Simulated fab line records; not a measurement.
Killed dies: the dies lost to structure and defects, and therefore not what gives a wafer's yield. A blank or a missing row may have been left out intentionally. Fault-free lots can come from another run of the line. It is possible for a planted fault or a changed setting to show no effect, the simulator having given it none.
Matching of chambers	flow n5 finfet	N5_BEOL_M4_ALD_84 on ald metal-01 has 4 sister chambers
The step deposits TaN, pulse time 2 s, purge time 3 s, co reactant purge time 2 s. 4 wafers are shown with their chamber, then 7 later ones without.

## WAFERS WITH THEIR CHAMBER
wafer	chamber	heater power w (W)
L086.1	0	404
L086.2	1	417
L089.2	2	390
L089.4	3	428

## WAFERS WHOSE CHAMBER IS MISSING
wafer	heater power w (W)
L089.6	420
L095.1	401
L095.5	411
L095.6	418
L096.1	424
L096.2	385
L096.3	405

## THE CHAMBER EACH PASSED THROUGH
wafer	from the rows above	in truth
L089.6	can't be placed: 1 or 3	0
L095.1	0	0
L095.5	can't be placed: 1 or 0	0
L095.6	1	1
L096.1	can't be placed: 3 or 1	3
L096.2	2	2
L096.3	0	0
Correct placement for 4 of the 7. These rows do not allow placing 3 (true chamber among the candidates in 2). Placed wrongly: 0.
How it was worked out, from the rows above alone: a wafer's distance from a chamber is the root of the sum, over the readings, of the square of ((its reading less the chamber's mean) divided by the reading's scatter). The wafer belongs to the nearest chamber; if the next one is less than 2 further off, it can't be placed. The mean given for a chamber averages the wafers shown for that chamber. The scatter: with one shown wafer a chamber, the root of the mean of the squares of how far each hidden wafer lies from its nearest shown one.
